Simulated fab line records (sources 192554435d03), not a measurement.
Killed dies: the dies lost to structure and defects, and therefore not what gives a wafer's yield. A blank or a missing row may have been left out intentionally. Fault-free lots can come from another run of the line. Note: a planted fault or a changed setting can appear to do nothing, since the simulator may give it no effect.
Split-lot trial ; flow n5_finfet ; 21 wafers read across 7 lots, on a route 1938 steps long

THE SPLIT ITSELF
At N5_MOL_CONTACT_COAG_ALD_27 (deposits SiOC, target thk 17 nm, pulse time 1.5 s, time 2720 s), the setting time_s was moved away from the recipe's 2720 s on 11 of the 21 wafers read, by -21.2% to +7.0%. All remaining wafers had this setting at the recipe value.

The reading comes from the split's own step.

THE READING
SiOC_of_MOL_CONTACT_COAG_ALD_27.thk_nm (the simulator's own value, which no gauge read), in nm, at N5_MOL_CONTACT_COAG_ALD_27 (deposits SiOC, target thk 17 nm, pulse time 1.5 s, time 2720 s). There is no usual value for it anywhere in the file. Average 17.0 nm, standard deviation 0.12 nm, over the 10 wafers here run with the recipe.

wafer;tool, chamber at the split;time_s as run, s;against the recipe;SiOC_of_MOL_CONTACT_COAG_ALD_27.thk_nm, nm;against lot-mates on the recipe
L077.2;ald_sin-04, 1,3,3;2263;-16.8%;14.2;no lot-mate on the recipe
L077.4;ald_sin-04, 1,3,3;2263;-16.8%;14.2;no lot-mate on the recipe
L077.5;ald_sin-04, 1,3,3;2263;-16.8%;14.2;no lot-mate on the recipe
L082.1;ald_sin-04, 2;2720;recipe;17.2;-
L082.2;ald_sin-04, 3;2308;-15.1%;14.6;-2.6
L082.4;ald_sin-04, 1;2308;-15.1%;14.4;-2.8
L083.2;ald_sin-02, 0,2;2910;+7.0%;17;+0.0
L083.5;ald_sin-02, 0,2;2910;+7.0%;17;+0.0
L083.4;ald_sin-02, 1;2720;recipe;17;-
L086.1;ald_sin-01, 3;2720;recipe;16.8;-
L086.3;ald_sin-01, 0,1;2720;recipe;17;-
L086.5;ald_sin-01, 0,1;2720;recipe;17;-
L087.1;ald_sin-02, 0,3;2360;-13.2%;14.8;-2.4
L087.2;ald_sin-02, 0,3;2360;-13.2%;14.8;-2.4
L087.4;ald_sin-02, 2;2720;recipe;17.2;-
L090.2;ald_sin-04, 2;2144;-21.2%;13.6;-3.4
L090.3;ald_sin-04, 0;2720;recipe;17;-
L090.5;ald_sin-04, 1;2144;-21.2%;13.4;-3.6
L092.1;ald_sin-02, 0;2720;recipe;17.2;-
L092.2;ald_sin-02, 1,3;2720;recipe;17;-
L092.4;ald_sin-02, 1,3;2720;recipe;17;-
Where a row lists several chambers, the file gives one row for several wafers and doesn't say which wafer went through which chamber.

THE FIT
A straight line over all 21 wafers: SiOC_of_MOL_CONTACT_COAG_ALD_27.thk_nm changes by +0.15 nm for each +1% of time_s; r = +0.97; the points scatter about the line by 0.34 nm.
The same after taking each lot's own level away (the mean of its wafers on the recipe; 18 wafers): +0.151 nm for each +1%; r = +0.97; scatter 0.36 nm.
On that fit, the largest move of time_s shifts the reading by 3.2 nm.
The lots' own levels span 16.93 to 17.20 nm, that is 2.2 times the standard deviation above.
The two slopes agree, so the slope changes little with the lot-to-lot level.
Check: with one of the wafers moved furthest among these (-21.2%) left out of the fit, the line predicts -3.46 nm for it against its lot-mates. It came out at -3.4 nm against them.

THESE WAFERS: OTHER SPLITS
Before the reading, these wafers also passed through other splits. Each is held against what the fit with the lots' levels taken away leaves over:
other split on the same wafers;wafers away from the commonest value;r with SiOC_of_MOL_CONTACT_COAG_ALD_27.thk_nm (lot level and that fit taken away)
N5_SD_EPI_N_EXPOSE_06 dose_mj;6;-0.41
N5_SDB_ETCH_18 source_w;3;-0.01
N5_HKMG_FIN_HK_ALD_01 ald_cycles;2;+0.10
N5_HKMG_FIN_DEVELOP_48 develop_time_s;8;+0.01
N5_HKMG_FIN_COAT_85 spin_rpm;6;-0.13
N5_MOL_CONTACT_COAG_CONTACT_ETCH_14 source_w;4;-0.39
N5_MOL_CONTACT_COAG_CMP_23 down_force_psi;11;-0.27

THE FILE'S OWN FIT
SiOC_of_MOL_CONTACT_COAG_ALD_27.thk_nm changes by +0.163 nm for each +1% of time_s, r = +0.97.
